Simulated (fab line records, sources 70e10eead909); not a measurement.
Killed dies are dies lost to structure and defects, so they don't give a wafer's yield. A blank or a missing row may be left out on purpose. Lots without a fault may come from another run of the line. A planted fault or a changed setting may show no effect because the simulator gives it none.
Chamber matching | flow nand_harc | NHARC_P_M1_DEP_33 on pecvd-04: 3 sister chambers
The step deposits SiCN, target thk 30 nm. 16 wafers are shown with their chamber, then 8 later ones without.

WAFERS WITH THEIR CHAMBER
wafer  | chamber | heater_power_w (W)
L078.2 | 0       | 649
L078.3 | 2       | 466
L078.6 | 0       | 649
L080.3 | 0       | 656
L080.5 | 2       | 499
L080.6 | 1       | 470
L083.1 | 1       | 447
L083.2 | 2       | 412
L083.5 | 2       | 409
L085.3 | 0       | 678
L085.5 | 0       | 695
L085.6 | 1       | 474
L091.2 | 0       | 594
L091.3 | 1       | 556
L091.6 | 2       | 466
L092.1 | 0       | 729

SIGNATURES (means of the wafers above)
reading        | chamber 0 | chamber 1 | chamber 2 | scatter within a chamber
heater_power_w | 664.29    | 486.75    | 450.40    | 42.7
Rule: a wafer's distance from a chamber is the root of the sum, over the readings, of the square of ((its reading less the chamber's mean) divided by the reading's scatter). The wafer belongs to the nearest chamber; if the next one is less than 2 further off, it can't be placed. The scatter: the root of (the sum of the squares of (reading less its chamber's mean) over the shown wafers, divided by (wafers less chambers)).

WAFERS WITHOUT THEIR CHAMBER
wafer  | heater_power_w (W)
L092.5 | 562
L092.6 | 516
L093.2 | 566
L093.3 | 524
L093.5 | 573
L095.1 | 528
L095.4 | 465
L095.5 | 733

WHICH CHAMBER EACH WENT THROUGH
wafer  | from the rows above          | in truth
L092.5 | can't be placed: 1 or 0 or 2 | 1
L092.6 | can't be placed: 1 or 2      | 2
L093.2 | can't be placed: 1 or 0 or 2 | 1
L093.3 | can't be placed: 1 or 2      | 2
L093.5 | can't be placed: 1 or 0 or 2 | 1
L095.1 | can't be placed: 1 or 2      | 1
L095.4 | can't be placed: 2 or 1      | 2
L095.5 | 0                            | 0
Placed correctly: 1 of 8. Can't be placed from these rows: 7 (the true chamber is among the candidates in 7). Placed wrongly: 0.
